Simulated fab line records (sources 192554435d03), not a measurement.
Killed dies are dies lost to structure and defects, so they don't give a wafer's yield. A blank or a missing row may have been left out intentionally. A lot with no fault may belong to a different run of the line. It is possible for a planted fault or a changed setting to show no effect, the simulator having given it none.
Matching of chambers | flow n5 finfet | N5_FIN_CUT_DESCUM_13 on rie diel-04: 4 sister chambers
The step chemistry O2, time 7 s. 4 wafers are shown with their chamber, then 12 later ones without.

EACH WAFER AND ITS CHAMBER
wafer  | chamber | drypump motor current A (A)
L091.2 | 0       | 5.3
L092.2 | 2       | 4.8
L092.4 | 1       | 5.6
L092.6 | 3       | 6.4

WAFERS WITH NO CHAMBER GIVEN
wafer  | drypump motor current A (A)
L093.1 | 5.7
L093.5 | 4.7
L093.6 | 5.7
L095.1 | 4.7
L095.2 | 6.4
L095.4 | 5.7
L096.1 | 4.8
L096.3 | 6.4
L096.5 | 4.8
L097.1 | 4.7
L097.4 | 6.4
L097.5 | 6.4

WHICH CHAMBER EACH ONE RAN IN
wafer  | from the rows above | in truth
L093.1 | 1                   | 1
L093.5 | 2                   | 2
L093.6 | 1                   | 1
L095.1 | 2                   | 2
L095.2 | 3                   | 3
L095.4 | 1                   | 1
L096.1 | 2                   | 2
L096.3 | 3                   | 3
L096.5 | 2                   | 2
L097.1 | 2                   | 2
L097.4 | 3                   | 3
L097.5 | 3                   | 3
Correct placement for 12 of the 12. Number that these rows cannot place: 0. Wrongly placed: 0.
How it was worked out, from the rows above alone: a wafer's distance from a chamber is the root of the sum, over the readings, of the square of ((its reading less the chamber's mean) divided by the reading's scatter). The wafer belongs to the nearest chamber; if the next one is less than 2 further off, it can't be placed. A chamber's mean is the mean of its shown wafers. The scatter: root of mean squared gap, hidden wafer to nearest shown wafer, with one shown wafer a chamber.
